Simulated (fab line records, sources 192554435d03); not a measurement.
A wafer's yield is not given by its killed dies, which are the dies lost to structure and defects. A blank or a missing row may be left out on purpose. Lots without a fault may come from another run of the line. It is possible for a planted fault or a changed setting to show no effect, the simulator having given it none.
fab line records	flow n5Finfet
record lots=5	wafers=15	lastDay=17
route steps=1938 shown DUMMY_REMOVAL@377 HKMG_FIN@385 BEOL_M4@1111 PASSIVATION@1936
lots that met no fault: taken from a fault-free run of the same line
startH: start of the lot's first displayed wafer, in hours after the record's first day	waitH: hours elapsed since this lot's preceding step	" the same as in the row above	L1.1+2: several wafers, shown together as one row	- no value, or no start was given	* or withheld: withheld	< > ~ a bound
route shown NAME@n: NAME is a module with steps in the file, n the number in the route of the first one	usual: the fault-free wafers' mean and standard deviation	same: alike in all rows	chamber/n: place in a boat	sites: the reading at each site	_std_site: standard deviation across them	_edge_site: mean of outer sites minus mean of inner sites	radiusMm: how far each site lies from the wafer's centre	mask NAME#n: copy n	behind: the last tool/chamber to shape the wafer	hold: reason for holding the lot/hours on hold/outcome of the hold	device: transistor that didn't switch, given as n, p or np	end of line: the same wafers' tests at the end of the route	a step without rows: its recipe alone	killed: count of dies lost to structure and defects at first sort (not the wafer's yield)	map: dies across one wafer; x = killed, . = not, _ = none there
set.NAME: the setting that was run; set.NAME@STEP: the one run at that earlier step	model.NAME: the simulator's own value behind a step, which no gauge read
lots at selected steps of the route; one table per step, one row per wafer
services: the hour from which a tool's chamber was out of use, counted from the record's first day as startH (under 0 if before that day), plus the number of hours and why
## steps
# step N5_DUMMY_REMOVAL_HM_STRIP_01
# recipe chemistry=CH3F/O2	material=SiNx	targetDepthA=40	stopOn=poly-Si	timeS=6.8	overEtchFrac=0.3	ionEnergyEv=60	powerW=410	biasW=29	Ar_flow_sccm=150	CH3F_flow_sccm=30	O2_flow_sccm=20
# step N5_DUMMY_REMOVAL_STRIP_10
# recipe chemistry=N2/H2	timeS=40	powerW=100	tempC=40	pressureMtorr=100	rfFrequencyHz=6e+07	biasPowerW=3	n2FlowSccm=300	h2FlowSccm=300
# step N5_DUMMY_REMOVAL_PRECLEAN_07
# recipe chemistry=dHF	timeS=30	tempC=25	dilution=withheld
# step N5_DUMMY_REMOVAL_DUMMY_REMOVE_02
# recipe chemistry=TMAH	tempC=70	target=poly-Si	stopOn=SiO2	targetDepthNm=142	concWtPct=5	timeS=57	dry=ipaMarangoni	rinseTimeS=30	rinseTempC=23
# step N5_DUMMY_REMOVAL_PRECLEAN_08
# recipe chemistry=NF3:NH3	afsCycles=2	tempC=30	timeS=20	sublimationTempC=180	sublimationTimeS=60	pressureTorr=3	rfPowerW=30
# step N5_DUMMY_REMOVAL_PRECLEAN_04
# recipe chemistry=DHF	timeS=37	tempC=25	dilution=500:1
# step N5_DUMMY_REMOVAL_SRD_05
# recipe dry=ipaMarangoni	doPpb=5	timeS=30	tempC=23	rinseLiquid=diw
# step N5_HKMG_FIN_IL_REGROW_00
# recipe material=SiO2	targetThkA=7.5	chemistry=O3	tempC=withheld	timeS=30
# step N5_HKMG_FIN_HK_ALD_01
# recipe material=HfO2	targetThkA=16	tempC=withheld	aldPrecursorFamily=HfCl4	aldCoReactant=H2O	pulseTimeS=3	purgeTimeS=3	coReactantPurgeTimeS=2.5	coReactantPulseTimeS=0.3	aldCycles=30
# step N5_HKMG_FIN_HK_ANNEAL_02
# recipe tempC=700	timeS=30	ambient=N2	idleTempC=600	rampUpCPerS=150	rampDownCPerS=60	coolToC=600
# step N5_HKMG_FIN_ALD_74
# recipe material=La2O3	targetThkA=5	tempC=250	aldPrecursorFamily=La-Cp	aldCoReactant=O3	pulseTimeS=6	coReactantPulseTimeS=1	purgeTimeS=3	coReactantPurgeTimeS=3
# usual coReactantPulseTimeS=1/0	coReactantPurgeTimeS=3/0	heaterPowerW=330/29	precursorPulseHeightRel=0.999/0.021	purgeTimeS=3/0
lot.wafer	tool	chamber	startH	waitH	coReactantPulseTimeS	coReactantPurgeTimeS	heaterPowerW	precursorPulseHeightRel	purgeTimeS
L428.1	aldHk-03	1	112.64	0.2	1	3	325	1.022	3
L428.2	"	0	"	"	1	3	333	0.992	3
L428.6	"	0	"	"	1	3	324	1.003	3
L441.4	aldHk-03	2	179.49	0.1	-	-	-	-	-
L441.5	"	2	"	"	-	-	-	-	-
L441.6	"	3	"	"	-	-	-	-	-
L440.4	aldHk-02	3	179.92	0.1	-	-	-	-	-
L440.5	"	2	"	"	-	-	-	-	-
L440.6	"	1	"	"	-	-	-	-	-
L442.1	aldHk-03	1	186.19	0.2	-	-	-	-	-
L442.5	"	1	"	"	-	-	-	-	-
L442.6	"	0	"	"	-	-	-	-	-
L446.1	aldHk-01	0	217.50	0.2	1	3	305	1.026	3
L446.3	"	3	"	"	1	3	363	0.965	3
L446.6	"	3	"	"	1	3	369	1.031	3
# step N5_HKMG_FIN_ALD_75
# recipe material=Al2O3	targetThkA=10	tempC=150	aldPrecursorFamily=TMA	aldCoReactant=H2O	pulseTimeS=withheld	coReactantPulseTimeS=1
# step N5_HKMG_FIN_COAT_41
# recipe resist=SOC	tempC=250	timeS=60	spinRpm=1500	resistThkNm=300
# step N5_HKMG_FIN_COAT_42
# recipe resist=SiARC	tempC=220	timeS=60	spinRpm=1500	resistThkNm=35
# step N5_HKMG_FIN_COAT_43
# recipe resist=CAR-ArF	spinRpm=1500	resistThkNm=90
# step N5_HKMG_FIN_EBR_45
# recipe solvent=PGMEA	ebrWidthMm=1.5
# step N5_HKMG_FIN_SOFTBAKE_44
# recipe tempC=110	timeS=60	resist=CAR-ArF
# step N5_HKMG_FIN_EXPOSE_46
# recipe maskId=NDIPOLE	na=1.35	sourceShape=conventional	sigmaOuter=0.8	polarization=unpolarized	doseMj=40
# step N5_HKMG_FIN_PEB_47
# recipe pebTempC=withheld	pebTimeS=60	resist=CAR-ArF
# step N5_HKMG_FIN_DEVELOP_48
# recipe developTimeS=30	developer=TMAH	resist=CAR-ArF	rinseLiquid=diw	dry=airSpin	devTempC=23
# step N5_HKMG_FIN_DESCUM_53
# recipe chemistry=O2	timeS=7.9	sourcePowerW=50	biasPowerW=20	pressureMtorr=20	rfFrequencyHz=2.712e+07	tempC=40	resist=CAR-ArF	o2FlowSccm=225
# step N5_HKMG_FIN_ETCH_54
# recipe chemistry=CF4	target=SiARC	targetDepthA=455	maskMaterial=CAR-ArF	timeS=75.8	ionEnergyEv=80	pressureMtorr=40	sourceW=545	biasW=36	Ar_flow_sccm=100	cf4FlowSccm=100	ends=cleared
# step N5_HKMG_FIN_ETCH_55
# recipe chemistry=N2/H2	target=SOC	targetDepthA=2400	tempC=40	timeS=300	ionEnergyEv=200	maskMaterial=SiARC	pressureMtorr=30	sourceW=840	biasW=150	n2FlowSccm=200	h2FlowSccm=200
# step N5_HKMG_FIN_STRIP_56
# recipe chemistry=N2/H2	tempC=40	n2FlowSccm=200	h2FlowSccm=200	rfFrequencyHz=6e+07
# step N5_HKMG_FIN_STRIP_57
# recipe chemistry=CF4	resist=SiARC	powerW=300	biasPowerW=75	pressureMtorr=50	cf4FlowSccm=150	rfFrequencyHz=6e+07
# step N5_HKMG_FIN_ETCH_58
# recipe chemistry=N2/H2	target=SOC	targetDepthA=2158	ionEnergyEv=50	biasW=13	timeS=741	pressureMtorr=30	sourceW=875	n2FlowSccm=200	h2FlowSccm=200
# step N5_HKMG_FIN_STRIP_93
# recipe chemistry=N2/H2	material=SOC	timeS=20	powerW=500	tempC=40	pressureMtorr=50	rfFrequencyHz=6e+07	biasPowerW=8	h2Frac=0.5	n2FlowSccm=300	h2FlowSccm=300
# step N5_HKMG_FIN_WET_ETCH_76
# recipe chemistry=dNH4OH	mix=1:50	tempC=25	target=Al2O3	stopOn=La2O3	targetDepthNm=2.25	dry=ipaMarangoni	rinseTimeS=30	rinseTempC=23
# step N5_HKMG_FIN_STRIP_60
# recipe chemistry=N2/H2	powerW=2500	tempC=300	h2Frac=0.65	timeS=360	pressureMtorr=withheld	n2FlowSccm=1750	h2FlowSccm=3250
# step N5_HKMG_FIN_WET_ETCH_77
# recipe chemistry=dHCl	mix=1:10000	tempC=25	target=La2O3	stopOn=HfO2	targetDepthNm=2
# step N5_HKMG_FIN_WET_ETCH_78
# recipe chemistry=dNH4OH	mix=1:50	tempC=25	target=Al2O3	stopOn=La2O3	targetDepthNm=4.5	dry=ipaMarangoni	rinseTimeS=30	rinseTempC=23
# step N5_HKMG_FIN_ALD_79
# recipe material=TiN	targetThkA=15	tempC=400	aldPrecursorFamily=TiCl4	aldCoReactant=NH3	pulseTimeS=1	purgeTimeS=3	coReactantPurgeTimeS=2	coReactantPulseTimeS=2	aldCycles=68	pressureTorr=3
# step N5_HKMG_FIN_CVD_62
# recipe material=a-Si	targetThkA=30	tempC=500	precursor=Si2H6	pressureTorr=1	timeS=20.8
# step N5_HKMG_FIN_RTA_80
# recipe tempC=withheld	timeS=2	ambient=N2	idleTempC=600	rampUpCPerS=150	rampDownCPerS=60	coolToC=600
# step N5_HKMG_FIN_PRECLEAN_64
# recipe chemistry=dHF	timeS=30	tempC=25	dilution=withheld
# step N5_HKMG_FIN_WET_ETCH_65
# recipe chemistry=TMAH	tempC=70	concWtPct=5	target=a-Si	stopOn=TiN	timeS=49	targetDepthNm=3
# step N5_HKMG_FIN_WET_ETCH_81
# recipe chemistry=SC1	target=TiN	stopOn=HfO2	mix=1:1:5	tempC=60	timeS=57	targetDepthNm=6
# step N5_BEOL_M4_RC_MEAS_101
# usual DIBL_N=36.0/1.9	DIBL_P=36.0/2.1	IOFF_N=0.155/0.029	IOFF_P=0.20/0.032	IOFF_P_85C=3.6/0.48	IOFF_P_LIN=0.097/0.011	IOFF_P_LONG=0.000104/8.9e-06	ION_N=672/11	ION_P=461/6.9	SS_N=71.5/0.58	SS_P=73.2/0.64	VT_N=250.4/2.9	VT_N_LVT=98/3.1	VT_P=-251.0/2.8	VT_P_LONG=-276/3.2
lot.wafer	tool	chamber	startH	waitH	DIBL_N[mV/V]	DIBL_P[mV/V]	IOFF_N[nA/um]	IOFF_P[nA/um]	IOFF_P_85C[nA/um]	IOFF_P_LIN[nA/um]	IOFF_P_LONG[nA/um]	ION_N[uA/um]	ION_P[uA/um]	SS_N[mV/dec]	SS_P[mV/dec]	VT_N[mV]	VT_N_LVT[mV]	VT_P[mV]	VT_P_LONG[mV]
L428.1	prober-02	0	214.31	0.0	40.1	40.3	0.224	0.27	4.6	0.118	0.000104	675	464	72.9	74.0	247.6	92	-248.9	-277
L428.2	"	0	"	"	38.9	38.8	0.185	0.25	4.3	0.111	0.000106	682	472	71.4	73.7	250.4	95	-247.6	-274
L428.6	"	0	"	"	39.9	39.2	0.214	0.26	4.3	0.112	0.000102	674	461	71.1	73.9	247.6	92	-245.5	-276
L441.4	prober-02	0	284.41	0.5	38.2	40.0	0.201	55.73	402.3	23.999	0.021021	676	659	71.9	74.5	245.8	249	-95.8	-122
L441.5	"	0	"	"	35.0	36.0	0.141	41.95	310.6	19.782	0.021575	674	663	71.2	72.9	250.2	249	-97.7	-122
L441.6	"	0	"	"	39.1	39.4	0.211	52.98	377.2	23.085	0.020906	679	657	72.5	74.7	246.1	246	-95.4	-123
L440.4	prober-01	0	285.65	0.5	34.1	35.3	0.123	37.39	278.4	17.936	0.016944	668	654	71.3	72.9	253.4	255	-101.8	-128
L440.5	"	0	"	"	35.9	37.6	0.153	43.68	320.0	20.311	0.016818	677	666	71.7	73.3	248.6	249	-99.9	-129
L440.6	"	0	"	"	33.2	34.1	0.113	33.27	252.6	16.553	0.017105	664	659	71.1	73.1	254.9	256	-103.1	-129
L442.1	prober-02	0	288.05	0.0	35.9	37.5	0.160	47.74	349.0	22.146	0.021593	675	669	72.3	73.6	250.3	250	-96.2	-122
L442.5	"	0	"	"	32.6	33.4	0.113	36.61	277.5	18.475	0.021974	661	665	70.2	72.8	253.6	252	-99.9	-122
L442.6	"	0	"	"	33.1	33.1	0.117	34.97	267.1	17.723	0.021012	650	640	71.0	72.5	253.9	256	-100.4	-121
L446.1	prober-01	0	311.35	0.0	35.8	33.2	0.143	0.18	3.2	0.089	9.7e-05	661	453	71.0	73.1	250.2	97	-253.6	-279
L446.3	"	0	"	"	37.8	36.0	0.173	0.22	3.8	0.101	9.9e-05	665	453	72.0	74.1	247.7	95	-250.3	-278
L446.6	"	0	"	"	38.5	37.5	0.198	0.25	4.3	0.113	9.7e-05	685	465	72.1	74.3	247.6	93	-248.4	-278
# step N5_PASSIVATION_PROBE_49
# usual defectLimitedYield=91.0/1.5	killed_at_M0_to_M3=33/9.4	killed_at_M4_up=14/4.8	killedAtContacts=13/7.3	killedAtFrontEnd=43/13	killedAtOther=3.6/2.9	killedDies=106/18	killedOpen=69/13	killedShort=35/8.2	sort_bin_4_leakage=0/0	sort_bin_5_function=5.3/1	sort_bin_6_memory=3.3/0.68	sortNPass=1074/18	sortYieldPct=91.0/1.5
# same grossDies=1180	killedAtBackSide=0	sort_bin_8_speed[%]=0
lot.wafer	tool	chamber	startH	waitH	defectLimitedYield[%]	killed_at_M0_to_M3	killed_at_M4_up	killedAtContacts	killedAtFrontEnd	killedAtOther	killedDies	killedOpen	killedShort	sort_bin_4_leakage[%]	sort_bin_5_function[%]	sort_bin_6_memory[%]	sortNPass	sortYieldPct[%]
L428.1	prober-01	-	317.03	0.0	92.8	20	16	2	46	1	85	49	27	0	3.6	2.6	1095	92.8
L428.2	prober-01	-	317.08	0.1	93.1	24	10	4	39	4	81	41	34	0	3.8	2.4	1099	93.1
L428.6	prober-01	-	317.28	0.3	91.6	46	11	2	36	4	99	69	26	0	4.3	3.6	1081	91.6
L440.4	prober-02	-	388.53	0.2	93.1	29	10	8	31	4	82	60	20	93.05	4.8	2.1	0	0
L440.5	prober-02	-	388.58	0.2	90.7	40	16	11	40	3	110	78	29	90.68	5.3	3.7	0	0
L440.6	prober-02	-	388.63	0.3	91.2	34	23	6	35	6	104	69	33	91.19	5.0	3.6	0	0
L441.4	prober-01	-	390.33	0.2	91.6	27	9	13	48	2	99	61	37	91.61	5.3	2.9	0	0
L441.5	prober-01	-	390.38	0.2	91.4	24	18	24	32	3	101	68	32	91.44	4.5	3.6	0	0
L441.6	prober-01	-	390.43	0.3	92.6	21	9	5	49	3	87	55	31	92.63	4.3	2.5	0	0
L442.1	prober-01	-	400.35	0.0	90.6	29	22	23	31	6	111	72	36	90.59	5.7	3.2	0	0
L442.5	prober-01	-	400.55	0.2	88.1	41	22	23	44	10	140	100	33	88.14	7.2	4.0	0	0
L442.6	prober-01	-	400.60	0.3	89.8	29	9	32	48	2	120	80	37	89.83	5.7	3.9	0	0
L446.1	prober-01	-	415.81	0.0	89.5	52	17	25	25	5	124	81	38	0	6.4	3.4	1056	89.5
L446.3	prober-01	-	415.91	0.1	87.4	49	18	24	55	3	149	93	54	0	8.1	3.9	1031	87.4
L446.6	prober-01	-	416.06	0.3	90.3	37	14	12	42	10	115	82	33	0	6.4	3.3	1065	90.3
# killed by level:class
L428.1 FIN_SAQP:geometricParticle:open=9 HKMG_FIN:areaEtch=9 GATE_CUT:geometricParticle:open=6 BEOL_M0_SAQP:geometricParticle:short=5 BEOL_M4:geometricParticle:open=5 ILD0:geometricParticle:short=4 GATE_CUT:geometricParticle:short=4 BEOL_M0_SAQP:geometricParticle:open=4
L428.2 BEOL_M0_SAQP:geometricParticle:short=8 HKMG_FIN:areaEtch=6 FIN_SAQP:geometricParticle:short=5 GATE_CUT:geometricParticle:short=5 FIN_SAQP:geometricParticle:open=4 STI_FIN_REVEAL:geometricParticle:open=4 BEOL_M4:geometricParticle:open=4 DUMMY_GATE:geometricParticle:open=4
L428.6 BEOL_M1:geometricParticle:open=18 BEOL_M3:geometricParticle:open=9 FIN_SAQP:geometricParticle:open=8 BEOL_M4:geometricParticle:open=7 BEOL_M2:geometricParticle:open=6 BEOL_M0_SAQP:geometricParticle:open=5 FIN_SAQP:geometricParticle:short=4 GATE_CUT:geometricParticle:open=4
L440.4 STI_FIN_REVEAL:geometricParticle:open=11 BEOL_M3:geometricParticle:open=8 MOL_CONTACT_COAG:geometricParticle:open=6 BEOL_M0_SAQP:geometricParticle:short=6 BEOL_M0_SAQP:geometricParticle:open=6 BEOL_M2:geometricParticle:open=6 FIN_SAQP:geometricParticle:open=4 GATE_CUT:geometricParticle:short=4
L440.5 MOL_CONTACT_COAG:geometricParticle:open=10 BEOL_M2:geometricParticle:open=9 BEOL_M0_SAQP:geometricParticle:short=8 BEOL_M4:geometricParticle:open=8 BEOL_M0_SAQP:geometricParticle:open=8 FIN_SAQP:geometricParticle:open=6 STI_FIN_REVEAL:geometricParticle:open=6 BEOL_M3:geometricParticle:open=6
L440.6 FIN_SAQP:geometricParticle:open=10 BEOL_M4:geometricParticle:open=10 STI_FIN_REVEAL:geometricParticle:open=8 BEOL_M0_SAQP:geometricParticle:short=8 BEOL_M3:geometricParticle:open=8 BEOL_M0_SAQP:geometricParticle:open=6 MOL_CONTACT_COAG:geometricParticle:open=5 BEOL_M2:geometricParticle:open=5
L441.4 STI_FIN_REVEAL:geometricParticle:open=15 FIN_SAQP:geometricParticle:short=13 MOL_CONTACT_COAG:geometricParticle:open=11 BEOL_M0_SAQP:geometricParticle:open=10 GATE_CUT:geometricParticle:short=6 BEOL_M0_SAQP:geometricParticle:short=4 BEOL_M0:geometricParticle:open=4 BEOL_M1:geometricParticle:open=4
L441.5 MOL_CONTACT_COAG:geometricParticle:open=18 FIN_SAQP:geometricParticle:open=9 FIN_SAQP:geometricParticle:short=8 BEOL_M0_SAQP:geometricParticle:short=8 BEOL_M0_SAQP:geometricParticle:open=7 MOL_CONTACT_COAG:geometricParticle:short=6 BEOL_M0:geometricParticle:open=6 BEOL_M8:geometricParticle:open=4
L441.6 STI_FIN_REVEAL:geometricParticle:open=26 STI_FIN_REVEAL:geometricParticle:short=8 BEOL_M0_SAQP:geometricParticle:open=5 FIN_SAQP:geometricParticle:short=4 MOL_CONTACT_COAG:geometricParticle:open=4 BEOL_M1:geometricParticle:open=4 ILD0:geometricParticle:short=3 GATE_CUT:geometricParticle:short=3
L442.1 MOL_CONTACT_COAG:geometricParticle:open=16 BEOL_M4:geometricParticle:short=8 MOL_CONTACT_COAG:geometricParticle:short=7 BEOL_M1:geometricParticle:open=7 STI_FIN_REVEAL:geometricParticle:open=6 BEOL_M2:geometricParticle:open=6 BEOL_M4:geometricParticle:open=6 BEOL_M0_SAQP:geometricParticle:open=5
L442.5 MOL_CONTACT_COAG:geometricParticle:open=19 BEOL_M2:geometricParticle:open=13 BEOL_M3:geometricParticle:open=9 BEOL_M0_SAQP:geometricParticle:open=8 STI_FIN_REVEAL:geometricParticle:open=7 BEOL_M4:geometricParticle:open=7 FIN_SAQP:geometricParticle:open=6 DUMMY_GATE:geometricParticle:open=6
L442.6 MOL_CONTACT_COAG:geometricParticle:open=19 STI_FIN_REVEAL:geometricParticle:open=14 BEOL_M2:geometricParticle:open=13 MOL_CONTACT_COAG:geometricParticle:short=13 FIN_SAQP:geometricParticle:open=11 FIN_SAQP:geometricParticle:short=5 STARTING-WAFER:geometricParticle:short=4 BEOL_M0_SAQP:geometricParticle:short=4
L446.1 MOL_CONTACT_COAG:geometricParticle:open=19 BEOL_M2:geometricParticle:open=14 BEOL_M3:geometricParticle:open=10 BEOL_M3:geometricParticle:short=7 FIN_SAQP:geometricParticle:open=6 MOL_CONTACT_COAG:geometricParticle:short=6 BEOL_M1:geometricParticle:open=6 BEOL_M4:geometricParticle:open=6
L446.3 FIN_SAQP:geometricParticle:short=20 STI_FIN_REVEAL:geometricParticle:open=17 MOL_CONTACT_COAG:geometricParticle:open=17 BEOL_M3:geometricParticle:open=16 BEOL_M2:geometricParticle:open=8 FIN_SAQP:geometricParticle:open=7 MOL_CONTACT_COAG:geometricParticle:short=7 BEOL_M0_SAQP:geometricParticle:short=7
L446.6 STI_FIN_REVEAL:geometricParticle:open=9 MOL_CONTACT_COAG:geometricParticle:open=9 BEOL_M2:geometricParticle:open=9 BEOL_M3:geometricParticle:open=9 FIN_SAQP:geometricParticle:open=8 BEOL_M4:geometricParticle:open=7 STARTING-WAFER:geometricParticle:open=7 FIN_SAQP:geometricParticle:short=5
# map L440.5 (x killed, . not)
_________________x......x....________________
______________.................._____________
___________.x................x.....__________
__________..............x..........._________
________..x..........................._______
_______...x.........x.....x.x.......x..______
______....x...........x.......x........._____
_____.......x.....x......................____
____.............x........................___
___....xx.x.xx.............................__
___...................................x....__
__.........................................._
__................x.xx.....................x_
_.x.........x...x........x...................
_...........x.............x..............xx..
_.x..............x.................x.....x...
_.....xxx...x..x...x.........x...............
_...x.x........x.........................x...
_...x........xxx......x....x...........x..x..
_.......x...................x...x............
_............x..x..........x..x.........x....
__.........................................._
__........x.x.......x.................x....._
___x.................................x..x..__
___.................x...x..................__
____..........x.x....x.............x...x..___
_____................x........x.xx...x...____
______........x.xx...x...x........x.x..._____
_______x..........x......x..xxx..x.....______
________.......x....x................._______
__________.x........xx.............x_________
___________...............x........__________
______________.x...x...........x_____________
_________________x...........________________
# map L441.5 (x killed, . not)
_________________...xx..x....________________
______________..............x..._____________
___________.......x.....x..........__________
__________...............x.........._________
________..................x..........._______
_______.x.....x.......................x______
______........x.x......x.........xx....._____
_____........x.......x...........x.......____
____............................x..x......___
___....x........................x..........__
___...x....x...............................__
__......x..x......x.xx..................x..._
__x..............................x....x....._
_..................x.x.............x...xx....
_..x....x.......................xx.....x...x.
_...............x.................x..........
_..........................................x.
_.x.....x.x.x........x....................x..
_...............x...x......x.x...............
_........x.................x.......xx........
_..........x..............................xx.
__........................x..............x.._
__....x.......x........x...................._
___.........x.........x....................__
___..........x..xx....x....................__
____.......................x.......x.x....___
_____..x..........x.x.....x...x.....x..x.____
______...............................x.._____
_______.............x............x.x...______
________.....x................x......._______
__________...xx............x...x...._________
___________.........x...x..........__________
______________..............x..._____________
_________________..x....x....________________
## services
tool	chamber	startH	hours	kind
aldHk-01	-	123.43	0.9	repair
## key
firstSign step=N5_HKMG_FIN_ALD_74	reading=toolRecord	direction=missing
effect step=N5_BEOL_M4_RC_MEAS_101	reading=IOFF_P_LONG	direction=up	sigmas=99+	usual=0.000104	struck=0.019883
effect step=N5_BEOL_M4_RC_MEAS_101	reading=IOFF_P_LIN	direction=up	sigmas=99+	usual=0.097	struck=20.001
effect step=N5_BEOL_M4_RC_MEAS_101	reading=IOFF_P	direction=up	sigmas=99+	usual=0.20	struck=42.70
effect step=N5_BEOL_M4_RC_MEAS_101	reading=IOFF_P_85C	direction=up	sigmas=99+	usual=3.6	struck=315.0
effect step=N5_BEOL_M4_RC_MEAS_101	reading=VT_P	direction=up	sigmas=55	usual=-251.0	struck=-98.9
effect step=N5_BEOL_M4_RC_MEAS_101	reading=VT_N_LVT	direction=up	sigmas=50	usual=98	struck=251
effect step=N5_BEOL_M4_RC_MEAS_101	reading=VT_P_LONG	direction=up	sigmas=48	usual=-276	struck=-124
effect step=N5_BEOL_M4_RC_MEAS_101	reading=ION_P	direction=up	sigmas=29	usual=461	struck=659
effect step=N5_PASSIVATION_PROBE_49	reading=sort_bin_4_leakage	direction=up	sigmas=99+	usual=0	struck=91.02
metAt N5_HKMG_FIN_ALD_74
struckWafers L440.4,L440.5,L440.6,L441.4,L441.5,L441.6,L442.1,L442.5,L442.6
onsetBetween 112.64 179.49
fault kind=skippedStepWhole	tool=aldHk-02,aldHk-03	chamber=-	onsetH=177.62	steps=N5_HKMG_FIN_ALD_74	scope=struckLotsOnly
